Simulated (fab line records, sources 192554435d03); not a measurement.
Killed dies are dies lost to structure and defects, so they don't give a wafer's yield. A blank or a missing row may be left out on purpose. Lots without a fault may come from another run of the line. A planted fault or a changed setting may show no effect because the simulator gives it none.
fab line records | flow n5_finfet
record lots=12 wafers=34 last_day=18
route steps=1938 shown BEOL_M13@1700 PAD_METAL@1896 PASSIVATION@1909
lots that met no fault: from a run of the same line without faults
start_h: hours from the record's first day to the start of the lot's first wafer shown | wait_h: hours since the lot's step before | " the same as in the row above | L1.1+2: a row that stands for several wafers | - no value, or no start given | * or withheld: withheld | < > ~ a bound
route shown NAME@n: a module of which the file shows steps, and the number in the route of the first | usual: mean/standard deviation of fault-free wafers | same: alike in all rows | chamber/n: place in a boat | sites: the reading at each site | _std_site: their standard deviation | _edge_site: outer sites' mean less inner sites' | radius_mm: how far each site lies from the wafer's centre | mask NAME#n: copy n | behind: the tool/chamber that last shaped the wafer | hold: why the lot was held/for how many hours/how that ended | device: the transistor (n, p or np) that didn't switch | end of line: the same wafers' tests at the end of the route | a step without rows: its recipe alone | killed: dies lost to structure and defects at the first sort, not the wafer's yield | map: a wafer's dies, x killed, . not, _ none there
set.NAME: the setting as run; set.NAME@STEP: as run at that earlier step | model.NAME: the simulator's own value behind a step, which no gauge read
steps of the route over a sample of lots; a table a step, a row a wafer
services: from which hour (start_h, from the record's first day; less than 0 if before it) a tool's chamber was out of use, for how many hours, and why
## steps
# step N5_BEOL_M13_ETCH_38
# recipe chemistry=CF4/N2 target=SiCN target_depth_a=675 taper_deg=2 time_s=71.9 ion_energy_ev=150 mask_material=SiO2 pressure_mtorr=40 source_w=430 bias_w=70 Ar_flow_sccm=100 cf4_flow_sccm=60 n2_flow_sccm=60
# usual drypump_motor_current_A=5.6/0.42 oes_product_au=0.79/0.092 rf_vpp_V=381.9/1.8 showerhead_plenum_p_Torr=2.20/0.058 throttle_valve_pct=15.46/0.24
# columns lot.wafer tool chamber start_h wait_h drypump_motor_current_A oes_product_au rf_hours_counter_h rf_vpp_V showerhead_plenum_p_Torr throttle_valve_pct
L958.1 rie_diel-05 3 258.84 - 5.1 0.95 6 382.8 2.18 15.36
L958.2 " 1 " " 5.6 0.71 231 383.1 2.26 15.49
L958.6 " 0 " " 5.2 0.81 - 380.8 2.14 15.16
L959.3 rie_diel-05 1 275.60 - 5.6 0.71 236 383.7 2.26 15.49
L959.6 " 0 " " 5.3 0.83 - 380.9 2.14 15.17
L961.3 rie_diel-05 1 293.90 - 5.6 0.70 240 384.0 2.26 15.49
L961.5 " 0 " " 5.3 0.81 - 380.0 2.14 15.16
L964.1 rie_diel-06 1 318.75 - 6.5 0.97 4 380.3 2.17 15.12
L964.3 " 3 " " 5.6 0.68 223 384.1 2.26 15.66
L964.6 " 3 " " 5.6 0.69 - 381.6 2.26 15.67
L965.2 rie_diel-06 0 322.19 - 5.2 0.76 152 380.0 2.13 15.73
L965.4 " 1 " " 6.5 0.95 5 380.1 2.17 15.15
L965.5 " 0 " " 5.2 0.75 - 380.6 2.13 15.74
L966.1 rie_diel-05 3 331.78 - 5.1 0.91 22 380.5 2.17 15.38
L966.4 " 0 " " 5.3 0.80 - 380.2 2.13 15.20
L966.5 " 2 " " 6.2 0.81 - 381.8 2.22 15.14
L967.1 rie_diel-02 3 335.87 - 5.6 0.86 44 381.0 2.14 15.19
L967.5 " 0 " " 5.1 0.67 - 382.7 2.28 15.90
L967.6 " 3 " " 5.6 0.87 - 381.7 2.14 15.21
L972.1 rie_diel-06 0 371.36 - 5.2 0.73 166 380.0 2.12 15.77
L972.3 " 3 " " 5.7 0.67 239 384.1 2.26 15.71
L972.4 " 1 " " 6.5 0.92 16 381.3 2.16 15.15
L976.2 rie_diel-02 2 375.20 - 6.0 0.72 216 380.0 2.17 15.54
L976.3 " 0 " " 5.1 0.67 238 384.3 2.27 15.90
L976.5 " 3 " " 5.6 0.85 - 381.7 2.14 15.23
L974.1 rie_diel-05 3 380.07 - 5.1 0.87 39 380.4 2.17 15.44
L974.2 " 2 " " 6.2 0.79 115 382.2 2.21 15.18
L974.4 " 0 " " 5.2 0.78 139 380.6 2.13 15.25
L973.4 rie_diel-05 0 391.64 - 5.3 0.78 143 379.4 2.13 15.25
L973.5 " 3 " " 5.1 0.86 - 380.1 2.17 15.42
L973.6 " 0 " " 5.2 0.78 - 379.7 2.13 15.24
L978.1 rie_diel-06 2 399.25 - 5.6 0.70 240 384.4 2.27 15.61
L978.3 " 1 " " 6.5 0.91 23 380.1 2.16 15.17
L978.5 " 3 " " 5.6 0.67 - 384.0 2.25 15.71
# step N5_PASSIVATION_AL_DEP_21
# recipe material=Al target_thk_a=28000 temp_c=400 time_s=170 power_w=30000 chamber_pressure_pa=0.4 gas=Ar
# usual substrate_temp_c=399.99/0.22 throttle_valve_pct=30.4/1.3
# columns lot.wafer tool chamber start_h wait_h substrate_temp_c throttle_valve_pct
L958.1 pvd_sputter-01 - 285.75 0.1 399.82 31.5
L958.2 " - " " 400.04 29.8
L958.6 " - " " 400.01 31.7
L959.3 pvd_sputter-01 - 302.08 0.1 399.90 29.6
L959.6 " - " " 399.85 29.4
L961.3 pvd_sputter-01 - 314.34 0.1 400.15 29.7
L961.5 " - " " 400.14 31.7
L964.1 pvd_sputter-02 - 339.07 0.1 400.18 29.8
L964.3 " - " " 400.24 29.3
L964.6 " - " " 400.10 28.4
L965.2 pvd_sputter-02 - 347.57 0.1 400.21 29.7
L965.4 " - " " 399.76 28.5
L965.5 " - " " 399.51 29.7
L966.1 pvd_sputter-01 - 357.50 0.1 400.36 32.8
L966.4 " - " " 400.48 30.6
L966.5 " - " " 399.73 30.6
L967.1 pvd_sputter-02 - 360.13 0.1 399.72 30.1
L967.5 " - " " 400.07 29.3
L967.6 " - " " 399.70 29.9
L972.1 pvd_sputter-02 - 396.75 0.1 400.36 30.0
L972.3 " - " " 399.91 29.6
L972.4 " - " " 399.87 28.4
L976.2 pvd_sputter-02 - 403.67 0.1 399.87 30.2
L976.3 " - " " 400.28 31.7
L976.5 " - " " 399.94 29.9
L974.1 pvd_sputter-02 - 408.39 0.1 400.18 29.4
L974.2 " - " " 399.97 28.6
L974.4 " - " " 400.13 31.3
L973.4 pvd_sputter-03 - 414.96 0.1 399.95 30.3
L973.5 " - " " 399.85 29.3
L973.6 " - " " 399.99 30.8
L978.1 pvd_sputter-01 - 429.78 0.1 400.00 32.7
L978.3 " - " " 399.77 31.4
L978.5 " - " " 399.74 29.8
# step N5_PASSIVATION_AL_ETCH_33
# recipe chemistry=Cl2/BCl3 target_depth_a=28000 over_etch_frac=0.15 Cl2_flow_sccm=180 bcl3_flow_sccm=60 target=Al stop_on=TaN time_s=466.7 ion_energy_ev=100 pressure_mtorr=10 icp_w=900 bias_w=100
# usual drypump_motor_current_A=5.5/0.53 oes_product_au=0.72/0.096 throttle_valve_pct=34.27/0.29
# columns lot.wafer tool chamber start_h wait_h drypump_motor_current_A oes_product_au rf_hours_counter_h throttle_valve_pct
L958.1 rie_metal-01 1 286.39 0.1 5.9 0.73 32 34.35
L958.2 " 0 " " 4.8 0.88 1 34.04
L958.6 " 1 " " 5.9 0.72 - 34.35
L959.3 rie_metal-02 1 302.89 0.2 5.5 0.64 - 33.99
L959.6 " 1 " " 5.5 0.64 - 34.02
L961.3 rie_metal-03 1 315.33 0.2 4.9 0.81 - 34.26
L961.5 " 1 " " 4.9 0.82 - 34.28
L964.1 rie_metal-03 0 339.92 0.1 6.2 0.61 92 34.66
L964.3 " 1 " " 4.9 0.81 - 34.27
L964.6 " 1 " " 4.9 0.81 - 34.27
L965.2 rie_metal-02 1 348.41 0.2 5.5 0.65 - 33.96
L965.4 " 1 " " 5.5 0.64 - 33.97
L965.5 " 1 " " 5.5 0.65 - 33.97
L966.1 rie_metal-03 1 358.15 0.1 4.9 0.78 9 34.30
L966.4 " 0 " " 6.1 0.60 - 34.71
L966.5 " 1 " " 4.9 0.78 - 34.30
L967.1 rie_metal-02 1 361.01 0.1 5.5 0.65 68 33.97
L967.5 " 1 " " 5.4 0.64 - 34.00
L967.6 " 1 " " 5.5 0.65 - 33.99
L972.1 rie_metal-02 1 397.52 0.1 5.5 0.63 72 33.98
L972.3 " 1 " " 5.5 0.63 - 33.97
L972.4 " 0 " " 5.8 0.88 - 33.66
L976.2 rie_metal-01 1 404.48 0.1 5.8 0.69 42 34.37
L976.3 " 1 " " 5.9 0.69 - 34.36
L976.5 " 0 " " 4.8 0.80 - 34.02
L974.1 rie_metal-01 0 409.04 0.1 4.8 0.80 11 34.05
L974.2 " 1 " " 5.9 0.70 42 34.32
L974.4 " 0 " " 4.8 0.82 - 34.02
L973.4 rie_metal-01 0 415.86 0.2 4.8 0.79 - 34.05
L973.5 " 1 " " 5.8 0.69 - 34.36
L973.6 " 0 " " 4.8 0.79 - 34.05
L978.1 rie_metal-03 1 431.13 0.1 4.9 0.76 16 34.32
L978.3 " 1 " " 4.9 0.77 - 34.27
L978.5 " 1 " " 4.9 0.75 - 34.30
# step N5_PASSIVATION_PROBE_49
# usual defect_limited_yield=91.0/1.5 killed_at_M0_to_M3=35/11 killed_at_M4_up=13/5 killed_at_contacts=12/5.9 killed_at_front_end=42/13 killed_at_other=3/3.2 killed_dies=106/18 killed_open=69/13 killed_short=35/8.9 sort_bin_5_function=5.2/0.95 sort_bin_6_memory=3.3/0.71 sort_n_pass=1074/18 sort_yield_pct=91.0/1.5
# same gross_dies=1180 killed_at_back_side=0 sort_bin_4_leakage[%]=0 sort_bin_8_speed[%]=0
# columns lot.wafer tool chamber start_h wait_h defect_limited_yield[%] killed_at_M0_to_M3 killed_at_M4_up killed_at_contacts killed_at_front_end killed_at_other killed_dies killed_open killed_short sort_bin_5_function[%] sort_bin_6_memory[%] sort_n_pass sort_yield_pct[%]
L958.1 prober-01 - 291.25 0.0 88.6 41 15 6 64 8 134 70 60 6.9 3.8 1046 88.6
L958.2 prober-01 - 291.30 0.1 89.2 34 19 21 51 3 128 80 44 6.4 4.2 1052 89.2
L958.6 prober-01 - 291.50 0.3 89.2 42 12 12 49 12 127 73 51 6.0 4.0 1053 89.2
L959.3 prober-02 - 307.89 0.1 91.9 31 8 15 40 1 95 61 31 4.4 3.1 1085 91.9
L959.6 prober-02 - 308.04 0.3 88.3 42 19 23 46 8 138 89 47 6.4 4.7 1042 88.3
L961.3 prober-01 - 320.48 0.1 91.8 32 16 18 31 0 97 65 32 4.3 3.5 1083 91.8
L961.5 prober-01 - 320.58 0.2 91.2 29 19 8 48 0 104 73 25 4.4 3.6 1076 91.2
L964.1 prober-01 - 344.90 0.0 92.9 15 17 19 27 6 84 60 22 3.8 2.9 1096 92.9
L964.3 prober-01 - 345.00 0.1 91.6 18 12 26 43 0 99 72 27 5.3 2.9 1081 91.6
L964.6 prober-01 - 345.15 0.3 92.4 30 13 7 38 2 90 59 29 4.9 2.4 1090 92.4
L965.2 prober-01 - 354.06 0.1 90.2 26 8 23 51 8 116 81 33 5.8 3.6 1064 90.2
L965.4 prober-01 - 354.16 0.2 90.0 39 21 20 36 2 118 74 44 6.2 3.2 1062 90.0
L965.5 prober-01 - 354.21 0.2 90.9 28 5 20 52 2 107 70 31 5.1 3.4 1073 90.9
L966.1 prober-02 - 363.27 0.0 90.4 49 14 6 32 12 113 65 47 5.3 3.5 1067 90.4
L966.4 prober-02 - 363.42 0.2 88.6 66 8 5 54 1 134 86 47 6.8 4.2 1046 88.6
L966.5 prober-02 - 363.47 0.2 92.5 43 17 6 21 2 89 53 33 4.3 3.2 1091 92.5
L967.1 prober-01 - 366.84 0.0 92.1 31 21 6 28 7 93 52 37 4.4 3.0 1087 92.1
L967.5 prober-01 - 367.04 0.2 92.2 26 21 5 39 1 92 59 30 4.5 3.1 1088 92.2
L967.6 prober-01 - 367.09 0.3 92.5 27 16 3 38 4 88 66 22 4.3 2.7 1092 92.5
L972.1 prober-02 - 402.34 0.0 90.3 23 7 21 60 4 115 86 27 6.0 3.4 1065 90.3
L972.3 prober-02 - 402.44 0.1 92.3 30 9 8 35 9 91 52 31 4.3 2.6 1089 92.3
L972.4 prober-02 - 402.49 0.2 91.9 35 7 18 32 3 95 65 29 4.0 3.8 1085 91.9
L976.2 prober-02 - 409.66 0.1 88.6 56 13 14 51 1 135 79 52 6.2 4.7 1045 88.6
L976.3 prober-02 - 409.71 0.1 89.6 49 12 11 49 2 123 74 49 6.9 3.0 1057 89.6
L976.5 prober-02 - 409.81 0.2 88.3 52 14 14 57 1 138 85 48 6.4 4.8 1042 88.3
L974.1 prober-02 - 414.09 0.0 85.7 33 89 1 41 5 169 62 32 9.9 2.9 1011 85.7
L974.2 prober-02 - 414.14 0.1 84.2 45 98 5 37 2 187 57 38 11.4 3.1 993 84.2
L974.4 prober-02 - 414.24 0.2 83.0 49 115 9 27 1 201 76 25 10.6 5.2 979 83.0
L973.4 prober-02 - 420.57 0.2 83.4 40 101 16 37 2 196 65 35 11.6 3.6 984 83.4
L973.5 prober-02 - 420.62 0.2 85.5 49 81 11 29 1 171 69 30 9.6 3.4 1009 85.5
L973.6 prober-02 - 420.67 0.3 82.1 43 108 16 44 0 211 77 32 11.4 4.2 969 82.1
L978.1 prober-02 - 436.08 0.0 93.6 20 9 12 35 0 76 42 33 4.2 2.0 1104 93.6
L978.3 prober-02 - 436.18 0.1 91.9 24 13 15 44 0 96 68 26 4.6 3.3 1084 91.9
L978.5 prober-02 - 436.28 0.2 91.2 42 10 21 29 2 104 71 29 4.1 4.3 1076 91.2
# killed by level:class
L958.1 FIN_SAQP:geometric_particle:short=23 BEOL_M0_SAQP:geometric_particle:open=14 FIN_SAQP:geometric_particle:open=13 BEOL_M0_SAQP:geometric_particle:short=11 STI_FIN_REVEAL:geometric_particle:open=8 BEOL_M2:geometric_particle:open=6 BEOL_M4:geometric_particle:open=6 STARTING-WAFER:geometric_particle:short=5
L958.2 MOL_CONTACT_COAG:geometric_particle:open=14 FIN_SAQP:geometric_particle:short=12 STI_FIN_REVEAL:geometric_particle:open=10 BEOL_M4:geometric_particle:open=9 BEOL_M0_SAQP:geometric_particle:open=8 BEOL_M0_SAQP:geometric_particle:short=8 MOL_CONTACT_COAG:geometric_particle:short=7 FIN_SAQP:geometric_particle:open=5
L958.6 FIN_SAQP:geometric_particle:short=19 FIN_SAQP:geometric_particle:open=14 BEOL_M2:geometric_particle:open=14 MOL_CONTACT_COAG:geometric_particle:open=10 BEOL_M0_SAQP:geometric_particle:short=7 BEOL_M1:geometric_particle:open=6 STI_FIN_REVEAL:geometric_particle:open=5 BEOL_M4:geometric_particle:open=5
L959.3 MOL_CONTACT_COAG:geometric_particle:open=14 BEOL_M0_SAQP:geometric_particle:open=10 FIN_SAQP:geometric_particle:open=9 GATE_CUT:geometric_particle:short=6 BEOL_M2:geometric_particle:open=6 BEOL_M0_SAQP:geometric_particle:short=5 FIN_SAQP:geometric_particle:short=3 DUMMY_GATE:geometric_particle:open=3
L959.6 MOL_CONTACT_COAG:geometric_particle:open=17 FIN_SAQP:geometric_particle:open=15 BEOL_M0_SAQP:geometric_particle:short=13 FIN_SAQP:geometric_particle:short=8 BEOL_M2:geometric_particle:open=8 MOL_CONTACT_COAG:geometric_particle:short=6 DUMMY_GATE:geometric_particle:open=5 BEOL_M3:geometric_particle:open=5
L961.3 MOL_CONTACT_COAG:geometric_particle:open=15 BEOL_M4:geometric_particle:open=9 BEOL_M3:geometric_particle:open=8 FIN_SAQP:geometric_particle:open=7 GATE_CUT:geometric_particle:short=5 BEOL_M1:geometric_particle:open=5 BEOL_M2:geometric_particle:open=5 BEOL_M2:geometric_particle:short=5
L961.5 FIN_SAQP:geometric_particle:open=10 BEOL_M4:geometric_particle:open=9 BEOL_M2:geometric_particle:open=8 DUMMY_GATE:geometric_particle:open=7 BEOL_M3:geometric_particle:open=7 MOL_CONTACT_COAG:geometric_particle:open=6 STI_FIN_REVEAL:geometric_particle:open=6 HKMG_FIN:area_etch=6
L964.1 MOL_CONTACT_COAG:geometric_particle:open=18 BEOL_M4:geometric_particle:open=9 FIN_SAQP:geometric_particle:open=5 STI_FIN_REVEAL:geometric_particle:open=5 GATE_CUT:geometric_particle:open=5 BEOL_M0_SAQP:geometric_particle:open=5 GATE_CUT:geometric_particle:short=4 BEOL_M4:geometric_particle:short=4
L964.3 MOL_CONTACT_COAG:geometric_particle:open=20 FIN_SAQP:geometric_particle:short=11 STI_FIN_REVEAL:geometric_particle:open=10 BEOL_M5:geometric_particle:open=7 MOL_CONTACT_COAG:geometric_particle:short=6 GATE_CUT:geometric_particle:short=6 BEOL_M1:geometric_particle:open=6 BEOL_M2:geometric_particle:open=6
L964.6 BEOL_M2:geometric_particle:open=10 FIN_SAQP:geometric_particle:short=7 STI_FIN_REVEAL:geometric_particle:open=7 GATE_CUT:geometric_particle:short=7 MOL_CONTACT_COAG:geometric_particle:open=7 FIN_SAQP:geometric_particle:open=5 BEOL_M6:geometric_particle:open=5 DUMMY_GATE:geometric_particle:open=4
L965.2 MOL_CONTACT_COAG:geometric_particle:open=21 BEOL_M0_SAQP:geometric_particle:open=13 STI_FIN_REVEAL:geometric_particle:open=10 FIN_SAQP:geometric_particle:short=7 FIN_SAQP:geometric_particle:open=6 STARTING-WAFER:geometric_particle:short=6 DUMMY_GATE:geometric_particle:open=5 BEOL_M2:geometric_particle:open=5
L965.4 MOL_CONTACT_COAG:geometric_particle:open=18 FIN_SAQP:geometric_particle:short=14 BEOL_M0_SAQP:geometric_particle:short=14 BEOL_M0_SAQP:geometric_particle:open=12 STI_FIN_REVEAL:geometric_particle:open=8 BEOL_M4:geometric_particle:open=7 BEOL_M2:geometric_particle:open=6 BEOL_M5:geometric_particle:open=4
L965.5 MOL_CONTACT_COAG:geometric_particle:open=15 FIN_SAQP:geometric_particle:open=14 FIN_SAQP:geometric_particle:short=9 STI_FIN_REVEAL:geometric_particle:open=9 BEOL_M0_SAQP:geometric_particle:short=8 BEOL_M1:geometric_particle:open=7 MOL_CONTACT_COAG:geometric_particle:short=5 BEOL_M0_SAQP:geometric_particle:open=5
L966.1 FIN_SAQP:geometric_particle:open=12 BEOL_M3:geometric_particle:open=11 BEOL_M0_SAQP:geometric_particle:short=9 FIN_SAQP:geometric_particle:short=7 BEOL_M2:geometric_particle:short=7 BEOL_M0_SAQP:geometric_particle:open=6 MIM_TOP_ETCH:geometric_particle:open=6 MOL_CONTACT_COAG:geometric_particle:open=5
L966.4 FIN_SAQP:geometric_particle:open=16 BEOL_M1:geometric_particle:open=13 STI_FIN_REVEAL:geometric_particle:open=11 BEOL_M0_SAQP:geometric_particle:short=11 BEOL_M0_SAQP:geometric_particle:open=10 FIN_SAQP:geometric_particle:short=8 BEOL_M3:geometric_particle:open=7 BEOL_M2:geometric_particle:open=6
L966.5 BEOL_M1:geometric_particle:open=9 BEOL_M0_SAQP:geometric_particle:short=8 BEOL_M3:geometric_particle:open=6 MOL_CONTACT_COAG:geometric_particle:open=5 BEOL_M1:geometric_particle:short=5 BEOL_M3:geometric_particle:short=5 STI_FIN_REVEAL:geometric_particle:open=4 BEOL_M0_SAQP:geometric_particle:open=4
L967.1 BEOL_M0_SAQP:geometric_particle:short=12 BEOL_M4:geometric_particle:open=10 BEOL_M0_SAQP:geometric_particle:open=6 FIN_SAQP:geometric_particle:open=4 STI_FIN_REVEAL:geometric_particle:open=4 GATE_CUT:geometric_particle:short=4 MOL_CONTACT_COAG:geometric_particle:open=4 BEOL_M2:geometric_particle:open=4
L967.5 BEOL_M3:geometric_particle:open=11 FIN_SAQP:geometric_particle:open=8 BEOL_M2:geometric_particle:open=8 BEOL_M4:geometric_particle:open=8 GATE_CUT:geometric_particle:short=6 MOL_CONTACT_COAG:geometric_particle:open=5 FIN_SAQP:geometric_particle:short=4 STARTING-WAFER:geometric_particle:open=4
L967.6 DUMMY_GATE:geometric_particle:open=9 BEOL_M3:geometric_particle:open=9 STI_FIN_REVEAL:geometric_particle:open=8 BEOL_M4:geometric_particle:open=8 BEOL_M1:geometric_particle:open=4 GATE_CUT:geometric_particle:short=4 FIN_SAQP:geometric_particle:short=3 GATE_CUT:geometric_particle:open=3
L972.1 FIN_SAQP:geometric_particle:open=19 MOL_CONTACT_COAG:geometric_particle:open=19 FIN_SAQP:geometric_particle:short=11 DUMMY_GATE:geometric_particle:open=10 STI_FIN_REVEAL:geometric_particle:open=7 BEOL_M0_SAQP:geometric_particle:open=7 BEOL_M2:geometric_particle:open=6 GATE_CUT:geometric_particle:open=4
L972.3 BEOL_M3:geometric_particle:open=10 FIN_SAQP:geometric_particle:open=9 FIN_SAQP:geometric_particle:short=7 BEOL_M1:geometric_particle:open=6 MOL_CONTACT_COAG:geometric_particle:open=5 BEOL_M0_SAQP:geometric_particle:short=4 STARTING-WAFER:geometric_particle:short=4 HKMG_FIN:area_etch=4
L972.4 MOL_CONTACT_COAG:geometric_particle:open=13 STI_FIN_REVEAL:geometric_particle:open=7 DUMMY_GATE:geometric_particle:open=7 BEOL_M3:geometric_particle:open=7 BEOL_M2:geometric_particle:open=7 FIN_SAQP:geometric_particle:short=5 MOL_CONTACT_COAG:geometric_particle:short=5 BEOL_M0_SAQP:geometric_particle:open=5
L976.2 BEOL_M0_SAQP:geometric_particle:short=19 STI_FIN_REVEAL:geometric_particle:open=14 BEOL_M0_SAQP:geometric_particle:open=14 MOL_CONTACT_COAG:geometric_particle:open=11 FIN_SAQP:geometric_particle:short=10 BEOL_M1:geometric_particle:open=6 FIN_SAQP:geometric_particle:open=5 BEOL_M1:geometric_particle:short=5
L976.3 FIN_SAQP:geometric_particle:open=16 BEOL_M0_SAQP:geometric_particle:short=15 FIN_SAQP:geometric_particle:short=11 MOL_CONTACT_COAG:geometric_particle:open=9 BEOL_M0_SAQP:geometric_particle:open=8 BEOL_M2:geometric_particle:short=8 BEOL_M2:geometric_particle:open=6 BEOL_M1:geometric_particle:open=6
L976.5 BEOL_M0_SAQP:geometric_particle:open=16 STI_FIN_REVEAL:geometric_particle:open=14 FIN_SAQP:geometric_particle:short=12 MOL_CONTACT_COAG:geometric_particle:open=10 FIN_SAQP:geometric_particle:open=8 BEOL_M0_SAQP:geometric_particle:short=8 BEOL_M4:geometric_particle:open=7 BEOL_M2:geometric_particle:open=6
L974.1 BEOL_M13:unspecified=74 FIN_SAQP:geometric_particle:open=17 BEOL_M3:geometric_particle:open=8 BEOL_M4:geometric_particle:open=7 STI_FIN_REVEAL:geometric_particle:open=6 BEOL_M0_SAQP:geometric_particle:short=5 BEOL_M3:geometric_particle:short=5 FIN_SAQP:geometric_particle:short=4
L974.2 BEOL_M13:unspecified=90 FIN_SAQP:geometric_particle:open=11 BEOL_M0_SAQP:geometric_particle:short=8 FIN_SAQP:geometric_particle:short=7 BEOL_M0_SAQP:geometric_particle:open=7 BEOL_M3:geometric_particle:short=7 BEOL_M3:geometric_particle:open=6 BEOL_M1:geometric_particle:open=5
L974.4 BEOL_M13:unspecified=100 BEOL_M1:geometric_particle:open=12 BEOL_M3:geometric_particle:open=12 BEOL_M0_SAQP:geometric_particle:open=11 FIN_SAQP:geometric_particle:open=8 MOL_CONTACT_COAG:geometric_particle:open=7 BEOL_M4:geometric_particle:open=6 BEOL_M1:geometric_particle:short=5
L973.4 BEOL_M13:unspecified=96 MOL_CONTACT_COAG:geometric_particle:open=14 FIN_SAQP:geometric_particle:open=13 BEOL_M0_SAQP:geometric_particle:open=11 BEOL_M1:geometric_particle:open=9 FIN_SAQP:geometric_particle:short=7 BEOL_M0_SAQP:geometric_particle:short=7 DUMMY_GATE:geometric_particle:open=6
L973.5 BEOL_M13:unspecified=72 BEOL_M0_SAQP:geometric_particle:open=18 BEOL_M0_SAQP:geometric_particle:short=10 MOL_CONTACT_COAG:geometric_particle:open=9 FIN_SAQP:geometric_particle:open=8 BEOL_M3:geometric_particle:open=8 FIN_SAQP:geometric_particle:short=4 STI_FIN_REVEAL:geometric_particle:open=4
L973.6 BEOL_M13:unspecified=96 FIN_SAQP:geometric_particle:open=17 MOL_CONTACT_COAG:geometric_particle:open=12 BEOL_M3:geometric_particle:open=12 FIN_SAQP:geometric_particle:short=11 BEOL_M0_SAQP:geometric_particle:open=6 BEOL_M0_SAQP:geometric_particle:short=6 BEOL_M1:geometric_particle:open=6
L978.1 MOL_CONTACT_COAG:geometric_particle:open=9 DUMMY_GATE:geometric_particle:open=6 BEOL_M0_SAQP:geometric_particle:short=6 FIN_SAQP:geometric_particle:short=5 GATE_CUT:geometric_particle:short=4 BEOL_M0_SAQP:geometric_particle:open=4 STI_FIN_REVEAL:geometric_particle:short=3 DUMMY_GATE:geometric_particle:short=3
L978.3 MOL_CONTACT_COAG:geometric_particle:open=11 STI_FIN_REVEAL:geometric_particle:open=7 FIN_SAQP:geometric_particle:open=6 DUMMY_GATE:geometric_particle:open=6 GATE_CUT:geometric_particle:open=6 BEOL_M2:geometric_particle:open=6 GATE_CUT:geometric_particle:short=5 BEOL_M0_SAQP:geometric_particle:short=5
L978.5 MOL_CONTACT_COAG:geometric_particle:open=19 BEOL_M2:geometric_particle:open=9 BEOL_M3:geometric_particle:open=9 STI_FIN_REVEAL:geometric_particle:open=8 BEOL_M0_SAQP:geometric_particle:short=7 BEOL_M4:geometric_particle:open=5 GATE_CUT:geometric_particle:short=4 BEOL_M2:geometric_particle:short=4
## services
# columns tool chamber start_h hours kind
rie_diel-02 - 257.56 0.3 repair
rie_diel-05 2 260.27 5.0 repair
rie_metal-01 0 260.32 - clean
rie_metal-01 0 260.32 14.9 scheduled_down
rie_metal-01 0 260.32 14.9 vent_cycle
pvd_sputter-01 - 264.67 2.1 repair
rie_diel-02 0 271.01 5.8 repair
rie_diel-06 1 271.31 - clean
rie_metal-01 - 288.34 0.1 repair
rie_diel-06 - 295.07 0.1 repair
rie_metal-03 0 299.21 7.3 repair
rie_metal-02 0 315.18 2.7 repair
rie_diel-05 3 319.91 10.7 repair
rie_diel-02 1 328.63 4.6 repair
rie_diel-05 1 330.59 - clean
rie_diel-05 1 330.59 - consumable_replace:focus_ring
rie_diel-05 1 330.59 19.4 scheduled_down
rie_diel-05 1 330.59 19.4 vent_cycle
rie_metal-02 0 346.03 14.3 repair
rie_metal-03 1 346.76 4.3 repair
rie_diel-02 0 358.37 6.8 repair
rie_diel-05 - 361.43 1.6 repair
rie_diel-02 - 370.37 2.8 pm
rie_diel-06 1 410.30 9.1 repair
## key
first_sign step=N5_PASSIVATION_PROBE_49 reading=killed_at_M4_up direction=up sigmas=17 usual=13 struck=99
effect step=N5_PASSIVATION_PROBE_49 reading=defect_limited_yield direction=down sigmas=4.7 usual=91.0 struck=84.0
more_kills_born_at N5_BEOL_M13_ETCH_38@rie_diel-05=528
met_at N5_BEOL_M13_ETCH_38
struck_lots L973,L974
not_acting_at N5_PASSIVATION_AL_DEP_21,N5_PASSIVATION_AL_ETCH_33
onset_between 331.78 380.07
fault kind=chamber_particle_source tool=rie_diel-05 chamber=- onset_h=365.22 steps=N5_BEOL_M13_ETCH_38 rate_per_visit_cm2=0.44345 end_h=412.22
